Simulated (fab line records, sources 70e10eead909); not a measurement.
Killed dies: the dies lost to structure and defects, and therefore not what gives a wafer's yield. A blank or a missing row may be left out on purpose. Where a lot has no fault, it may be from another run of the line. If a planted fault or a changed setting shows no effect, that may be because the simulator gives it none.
Which tool was responsible?	flow nand_harc	7 lots with 21 wafers sampled at 4 steps, on a route of 1302 steps

== WHAT THE GAUGES READ, wafer by wafer ==
NHARC_A_BLC_CD_MEAS_10 targets a cd of 100 nm.
lot	measured	on	cd_nm (nm)
L949	day 22 22:04	cd_sem-02	99.3 100.0 99.5
L952	day 24 07:38	cd_sem-03	100.3 100.1 100.3
L953	day 24 12:36	cd_sem-01	45.4 46.1 45.1
L960	day 27 01:10	cd_sem-01	101.1 100.5 100.1
L963	day 28 03:43	cd_sem-01	100.6 99.9 100.0
L965	day 30 02:58	cd_sem-01	99.7 100.2 98.9
L971	day 32 03:21	cd_sem-02	100.0 99.4 100.0

== TOOL THAT RAN EACH LOT (tool first, then ch and the chambers of the sampled wafers, then the start) ==
lot	NHARC_A_CONTACT_ETCH_138	NHARC_A_CONTACT_ETCH_92	NHARC_A_BLC_PEB_08
L949	har_cap_etch-03 ch 0,1, day 22 18:12	rie_diel-08 ch 0,1,3, day 22 19:02	litho_track-01 ch 0, day 22 21:59
L952	har_cap_etch-02 ch 0,1, day 24 03:39	rie_diel-13 ch 0,2,3, day 24 04:29	litho_track-01 ch 0, day 24 07:34
L953	har_cap_etch-02 ch 0,1, day 24 08:40	rie_diel-08 ch 2,3, day 24 09:28	litho_track-01 ch 0, day 24 12:31
L960	har_cap_etch-01 ch 0,1, day 26 21:15	rie_diel-08 ch 0,3, day 26 22:00	litho_track-06 ch 0, day 27 01:05
L963	har_cap_etch-02 ch 0,1, day 27 23:52	rie_diel-08 ch 0,3, day 28 00:34	litho_track-04 ch 0, day 28 03:38
L965	har_cap_etch-02 ch 0,1, day 29 22:16	rie_diel-08 ch 0,3, day 29 23:01	litho_track-04 ch 0, day 30 02:53
L971	har_cap_etch-02 ch 0,1, day 31 23:20	rie_diel-08 ch 1,2,3, day 32 00:11	litho_track-04 ch 0, day 32 03:16
- NHARC_A_CONTACT_ETCH_138: etches the open film in C4F8/O2/Ar, time 311 s, target depth 1914 nm.
- NHARC_A_CONTACT_ETCH_92: etches the open film in CH3F/O2, target depth 40 nm, time 85.7 s.
- NHARC_A_BLC_PEB_08: peb time 65 s.

== THE ANSWER, worked out from the rows above alone ==
Rule: what is usual is taken from the lots themselves. The widest of any qualifying gaps counts: lots, ordered by their means at a reading, are off when they make up no more than a third of the lots, leave a main group of 4 or more, and stand apart from it by 3 or more times the standard deviation of that group's means. If all means in a main group match to the digits the tables above print for the reading, that group is not used. A lot without any number at a reading at which 4 lots or more have one is off too. All remaining lots with rows at the step are treated as sound.
Off, at NHARC_A_BLC_CD_MEAS_10 on cd_nm: L953. Main group: mean 100.0 nm, sd 0.36.
A tool fits if, at a process step before that reading, it ran every lot that is off, and no sound lot after the first of them. Gauges at NHARC_A_BLC_CD_MEAS_10: tried the same way as those tools. One fits: litho_track-01 at NHARC_A_BLC_PEB_08. Its last sound lot is L952 (day 24 07:34), its first lot that is off L953 (day 24 12:31): a fault that began between those two fits.

== WHAT WAS PUT IN BY THE SIMULATOR ==
Drift in process parameters on litho_track-01 at NHARC_A_BLC_PEB_08, starting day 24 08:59. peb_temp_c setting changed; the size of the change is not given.
Shown lots that were struck: L953. The rule given above showed the same thing.
